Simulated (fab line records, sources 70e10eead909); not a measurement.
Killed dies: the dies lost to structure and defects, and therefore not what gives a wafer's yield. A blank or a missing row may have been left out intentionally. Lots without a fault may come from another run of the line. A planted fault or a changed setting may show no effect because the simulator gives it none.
Which tool is to blame? || flow nand_harc || 6 lots with 18 wafers sampled at 3 steps, on a route of 1302 steps

== WHAT THE GAUGES READ, wafer by wafer ==
NHARC_A_SGD_CUT_CD_MEAS_09 targets a cd of 100 nm.
{"lot": "L862", "measured": "day 20 05:49", "on": "cd_sem-01", "cd_nm (nm)": "99.2 99.4 99.5"}
{"lot": "L861", "measured": "day 20 22:37", "on": "cd_sem-02", "cd_nm (nm)": "100.7 100.8 100.5"}
{"lot": "L867", "measured": "day 22 09:46", "on": "cd_sem-03", "cd_nm (nm)": "99.4 99.8 99.1"}
{"lot": "L870", "measured": "day 23 17:07", "on": "cd_sem-02", "cd_nm (nm)": "100.6 100.1 99.8"}
{"lot": "L879", "measured": "day 27 12:57", "on": "cd_sem-01", "cd_nm (nm)": "99.8 99.5 99.3"}
{"lot": "L882", "measured": "day 28 14:15", "on": "cd_sem-02", "cd_nm (nm)": "100.2 100.0 100.3"}

== WHAT TOOL EACH LOT RAN ON (gives the tool, then ch and the chambers of the sampled wafers, and finally the start) ==
{"lot": "L862", "NHARC_A_STAIRCASE_ETCH_444": "rie_diel-13 ch 1,2, day 19 22:24", "NHARC_A_STAIRCASE_CMP_152": "cmp-01 ch 0,2, day 20 03:11"}
{"lot": "L861", "NHARC_A_STAIRCASE_ETCH_444": "rie_diel-09 ch 0,2,3, day 20 15:22", "NHARC_A_STAIRCASE_CMP_152": "cmp-04 ch 1,2,3, day 20 20:07"}
{"lot": "L867", "NHARC_A_STAIRCASE_ETCH_444": "rie_diel-13 ch 0,1, day 22 02:33", "NHARC_A_STAIRCASE_CMP_152": "cmp-04 ch 0,1,3, day 22 07:18"}
{"lot": "L870", "NHARC_A_STAIRCASE_ETCH_444": "rie_diel-13 ch 1,2,3, day 23 10:19", "NHARC_A_STAIRCASE_CMP_152": "cmp-04 ch 2,3, day 23 14:37"}
{"lot": "L879", "NHARC_A_STAIRCASE_ETCH_444": "rie_diel-09 ch 0,1,2, day 27 06:02", "NHARC_A_STAIRCASE_CMP_152": "cmp-02 ch 0,3, day 27 10:25"}
{"lot": "L882", "NHARC_A_STAIRCASE_ETCH_444": "rie_diel-12 ch 0,3, day 28 06:11", "NHARC_A_STAIRCASE_CMP_152": "cmp-02 ch 0,1,2, day 28 11:44"}
- NHARC_A_STAIRCASE_ETCH_444: etches the open film in C4F8/O2, target depth 20400 nm, time 6800 s.
- NHARC_A_STAIRCASE_CMP_152: polishes.

== THE ANSWER, worked out from the rows above alone ==
Rule: the lots themselves supply what counts as usual. The widest of any qualifying gaps counts: lots, ordered by their means at a reading, are off when they make up no more than a third of the lots, leave a main group of 4 or more, and stand apart from it by 3 or more times the standard deviation of that group's means. A main group is skipped when, at the precision printed for the reading in the tables above, its means are all equal. Also off: a lot with no number at a reading for which 4 or more lots have one. All remaining lots with rows at the step are treated as sound.
No lot is off at any reading shown: from this, nothing can be told.

== WHAT THE SIMULATOR HAD INSERTED ==
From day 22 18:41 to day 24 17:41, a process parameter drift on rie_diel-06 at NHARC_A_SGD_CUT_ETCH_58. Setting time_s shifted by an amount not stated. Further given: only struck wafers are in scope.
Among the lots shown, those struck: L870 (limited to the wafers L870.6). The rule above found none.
